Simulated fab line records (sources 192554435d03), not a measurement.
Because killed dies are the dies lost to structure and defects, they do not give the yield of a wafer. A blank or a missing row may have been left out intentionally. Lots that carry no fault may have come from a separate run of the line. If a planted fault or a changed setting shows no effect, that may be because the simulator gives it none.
Matching of chambers | flow n5Finfet | N5_PASSIVATION_STRIP_14 on rieDiel-06 has 4 sister chambers
The step strips in O2. 4 wafers are shown with their chamber, then 10 later ones without.

== WAFERS PAIRED WITH THEIR CHAMBERS ==
wafer  | chamber | showerheadPlenumPTorr (Torr)
L091.2 | 1       | 2.22
L090.1 | 2       | 2.12
L092.2 | 3       | 1.96
L092.5 | 0       | 2.04

== WAFERS WITH NO CHAMBER GIVEN ==
wafer  | showerheadPlenumPTorr (Torr)
L092.6 | 2.12
L093.3 | 2.03
L093.4 | 1.96
L093.5 | 2.12
L095.1 | 1.96
L095.5 | 1.96
L095.6 | 2.03
L097.1 | 2.12
L097.4 | 2.03
L097.5 | 2.12

== WHICH CHAMBER EACH WENT THROUGH ==
wafer  | from the rows above | in truth
L092.6 | 2                   | 2
L093.3 | 0                   | 0
L093.4 | 3                   | 3
L093.5 | 2                   | 2
L095.1 | 3                   | 3
L095.5 | 3                   | 3
L095.6 | 0                   | 0
L097.1 | 2                   | 2
L097.4 | 0                   | 0
L097.5 | 2                   | 2
Correctly placed: 10 of 10. Left unplaced by these rows: 0. Placed wrongly: 0.
How it was worked out, from the rows above alone: a wafer's distance from a chamber is the root of the sum, over the readings, of the square of ((its reading less the chamber's mean) divided by the reading's scatter). The wafer belongs to the nearest chamber; if the next one is less than 2 further off, it can't be placed. Each chamber's mean is taken over the wafers shown for it. The scatter (one wafer shown for each chamber): square how far every hidden wafer sits from the nearest shown wafer, average those squares and take the square root.
